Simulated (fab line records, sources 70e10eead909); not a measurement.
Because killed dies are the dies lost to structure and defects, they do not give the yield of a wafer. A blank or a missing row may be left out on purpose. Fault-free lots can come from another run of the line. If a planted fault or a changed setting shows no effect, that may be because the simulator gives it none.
2 desks, one fault / flow nand-harc / each desk has only its own numbers; what lay behind them comes last

== DESK OF THE TOOL OWNER: rie-si-03 ==
The tool's own readings at NHARC_A_DECK1_JOINT_ETCHBACK_00 (etches the open film in HBr, target depth 30 nm, time 17.4 s): means of the sampled wafers that have a number, for each lot that ran on this tool. If a lot's mean is further than 4 standard deviations from the usual mean, the lot is out of limits and carries the mark OUT (the distance appears in the brackets).
Columns: A = drypump-motor-current-A at NHARC_A_DECK1_JOINT_ETCHBACK_00, usual 5.6 A; B = he-backside-leak-sccm at NHARC_A_DECK1_JOINT_ETCHBACK_00, usual 2.64 sccm; C = oes-product-au at NHARC_A_DECK1_JOINT_ETCHBACK_00, usual 1.001 a.u.; D = rf-fwd-power-W at NHARC_A_DECK1_JOINT_ETCHBACK_00, usual 344.0 W; E = run-length-s at NHARC_A_DECK1_JOINT_ETCHBACK_00, usual 38.5 s; F = throttle-valve-pct at NHARC_A_DECK1_JOINT_ETCHBACK_00, usual 23.265 %
lot=L494; first seen here=day 12 20:14; A=5.6; B=2.62; C=1.000; D=345.7; E=35.1 (-7.7) OUT; F=23.268
lot=L495; first seen here=day 13 02:04; A=5.6; B=2.53; C=1.011; D=345.6; E=36.7 (-4.1) OUT; F=23.269
lot=L503; first seen here=day 16 10:14; A=5.4; B=2.62; C=1.007; D=345.9; E=38.6; F=23.259
lot=L509; first seen here=day 19 01:20; A=5.4; B=2.63; C=1.006; D=344.8; E=38.7; F=23.266
lot=L510; first seen here=day 19 04:43; A=5.5; B=2.59; C=0.990; D=345.1; E=38.7; F=23.269
lot=L514; first seen here=day 20 20:06; A=5.4; B=2.70; C=1.004; D=345.8; E=38.7; F=23.271
This desk's finding: out of limits on L494, L495; first on L494, day 12 20:14 (run-length-s at NHARC_A_DECK1_JOINT_ETCHBACK_00). L503, L509, L510, L514 stayed within limits.

== THE DEFECT DESK ==
Lot by lot, what the route's inspections counted, given as the mean of those sampled wafers with a number. If a lot's mean is further than 4 standard deviations from the usual mean, the lot is out of limits and carries the mark OUT (the distance appears in the brackets).
Columns: A = raw-defect-count at NHARC_A_CHANNEL_FILL_D1_INSPECT_13, usual 308
lot=L494; first seen here=day 12 05:19; A=357
lot=L495; first seen here=day 12 08:13; A=266
lot=L503; first seen here=day 15 23:41; A=314
lot=L505; first seen here=day 17 05:42; A=281
lot=L506; first seen here=day 17 05:42; A=335
lot=L508; first seen here=day 17 17:29; A=292
lot=L507; first seen here=day 17 17:29; A=238
lot=L509; first seen here=day 18 13:47; A=322
lot=L510; first seen here=day 18 17:26; A=423
lot=L513; first seen here=day 20 05:07; A=262
lot=L514; first seen here=day 20 08:46; A=297
This desk's verdict: no lot among the 11 shows anything out of limits.

== PUT TOGETHER ==
An alarm could have come from the tool owner's desk at day 12 20:14, on L494, L495.
Nothing out of limits was seen by the defect desk.
The defect desk has L494, L495 on record, within its limits.
NHARC_A_DECK1_JOINT_ETCHBACK_00 was run on rie-si-03 by each of the lots named.

== WHAT HAD BEEN PUT IN BY THE SIMULATOR ==
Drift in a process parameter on rie-si-03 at NHARC_A_DECK1_JOINT_ETCHBACK_00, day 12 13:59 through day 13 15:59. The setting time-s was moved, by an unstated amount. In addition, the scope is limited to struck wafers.
Lots struck among those shown: L494, L495.
Time in hours from fault onset to the first out-of-limits reading at each desk: the tool owner's desk, 6.
